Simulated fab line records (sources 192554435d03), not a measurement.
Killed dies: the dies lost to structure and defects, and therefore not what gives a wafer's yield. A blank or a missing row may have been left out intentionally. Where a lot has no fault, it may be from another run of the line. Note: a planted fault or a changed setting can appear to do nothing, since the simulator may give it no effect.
Matching of chambers || flow n5-finfet || N5_BEOL_M10_CURE_72 on uv-cure-03: 3 sister chambers
The step cures SiCOH lowk, time 120 s. 20 wafers are shown with their chamber, then 10 later ones without.

WAFERS, EACH WITH ITS CHAMBER
{"wafer": "L075.2", "chamber": 0, "wafer_temp_C_max": 371.6, "lamp-power-pct (%)": 52.31}
{"wafer": "L075.3", "chamber": 0, "wafer_temp_C_max": 371.1, "lamp-power-pct (%)": 52.31}
{"wafer": "L075.6", "chamber": 0, "wafer_temp_C_max": 371.9, "lamp-power-pct (%)": 52.31}
{"wafer": "L076.1", "chamber": 0, "wafer_temp_C_max": 371.8, "lamp-power-pct (%)": 52.43}
{"wafer": "L076.3", "chamber": 0, "wafer_temp_C_max": 371.8, "lamp-power-pct (%)": 52.46}
{"wafer": "L076.4", "chamber": 0, "wafer_temp_C_max": 371.4, "lamp-power-pct (%)": 52.31}
{"wafer": "L085.1", "chamber": 0, "wafer_temp_C_max": 371.7, "lamp-power-pct (%)": 52.42}
{"wafer": "L085.3", "chamber": 0, "wafer_temp_C_max": 371.7, "lamp-power-pct (%)": 52.29}
{"wafer": "L085.6", "chamber": 0, "wafer_temp_C_max": 371.7, "lamp-power-pct (%)": 52.27}
{"wafer": "L087.1", "chamber": 0, "wafer_temp_C_max": 372.1, "lamp-power-pct (%)": 52.29}
{"wafer": "L087.3", "chamber": 0, "wafer_temp_C_max": 371.8, "lamp-power-pct (%)": 52.33}
{"wafer": "L087.6", "chamber": 0, "wafer_temp_C_max": 372.2, "lamp-power-pct (%)": 52.28}
{"wafer": "L087.2", "chamber": 0, "wafer_temp_C_max": 371.7, "lamp-power-pct (%)": 52.26}
{"wafer": "L087.4", "chamber": 0, "wafer_temp_C_max": 371.7, "lamp-power-pct (%)": 52.31}
{"wafer": "L087.5", "chamber": 0, "wafer_temp_C_max": 371.9, "lamp-power-pct (%)": 52.33}
{"wafer": "L089.3", "chamber": 2, "wafer_temp_C_max": 372.5, "lamp-power-pct (%)": 52.28}
{"wafer": "L089.4", "chamber": 2, "wafer_temp_C_max": 372.6, "lamp-power-pct (%)": 52.32}
{"wafer": "L089.5", "chamber": 2, "wafer_temp_C_max": 372.5, "lamp-power-pct (%)": 52.26}
{"wafer": "L093.1", "chamber": 1, "wafer_temp_C_max": 371.7, "lamp-power-pct (%)": 52.33}
{"wafer": "L093.2", "chamber": 1, "wafer_temp_C_max": 371.5, "lamp-power-pct (%)": 52.43}

SIGNATURES, as means of the wafers listed above
{"reading": "wafer_temp_C_max", "chamber 0": 371.740, "chamber 1": 371.600, "chamber 2": 372.533, "scatter within a chamber": 0.24}
{"reading": "lamp-power-pct", "chamber 0": 52.3273, "chamber 1": 52.3800, "chamber 2": 52.2867, "scatter within a chamber": 0.0584}
Rule: for each reading, subtract the chamber's mean from the wafer's reading, divide by that reading's scatter and square the result; add these up over the readings and take the root, which gives the wafer's distance from the chamber. The wafer belongs to the nearest chamber; if the next one is less than 2 further off, it can't be placed. The scatter: the root of (the sum of the squares of (reading less its chamber's mean) over the shown wafers, divided by (wafers less chambers)).

WAFERS WHOSE CHAMBER IS MISSING
{"wafer": "L093.6", "wafer_temp_C_max": 371.4, "lamp-power-pct (%)": 52.32}
{"wafer": "L093.3", "wafer_temp_C_max": 371.9, "lamp-power-pct (%)": 52.34}
{"wafer": "L093.4", "wafer_temp_C_max": 371.5, "lamp-power-pct (%)": 52.34}
{"wafer": "L093.5", "wafer_temp_C_max": 371.7, "lamp-power-pct (%)": 52.32}
{"wafer": "L092.1", "wafer_temp_C_max": 371.8, "lamp-power-pct (%)": 52.36}
{"wafer": "L092.5", "wafer_temp_C_max": 371.6, "lamp-power-pct (%)": 52.33}
{"wafer": "L092.6", "wafer_temp_C_max": 372.1, "lamp-power-pct (%)": 52.34}
{"wafer": "L092.2", "wafer_temp_C_max": 371.5, "lamp-power-pct (%)": 52.23}
{"wafer": "L092.3", "wafer_temp_C_max": 371.3, "lamp-power-pct (%)": 52.30}
{"wafer": "L092.4", "wafer_temp_C_max": 371.3, "lamp-power-pct (%)": 52.30}

WHICH CHAMBER EACH ONE RAN IN
{"wafer": "L093.6", "from the rows above": "can't be placed: 1 or 0", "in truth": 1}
{"wafer": "L093.3", "from the rows above": "can't be placed: 0 or 1", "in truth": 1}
{"wafer": "L093.4", "from the rows above": "can't be placed: 1 or 0", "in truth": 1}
{"wafer": "L093.5", "from the rows above": "can't be placed: 0 or 1", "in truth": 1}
{"wafer": "L092.1", "from the rows above": "can't be placed: 0 or 1", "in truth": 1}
{"wafer": "L092.5", "from the rows above": "can't be placed: 0 or 1", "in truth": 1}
{"wafer": "L092.6", "from the rows above": "can't be placed: 0 or 2 or 1", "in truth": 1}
{"wafer": "L092.2", "from the rows above": "can't be placed: 0 or 1", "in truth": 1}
{"wafer": "L092.3", "from the rows above": "can't be placed: 1 or 0", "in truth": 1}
{"wafer": "L092.4", "from the rows above": "can't be placed: 1 or 0", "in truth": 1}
Correctly placed: 0 of 10. Cannot be placed on the basis of these rows: 10; the candidates contain the true chamber in 10. 0 placed wrongly.
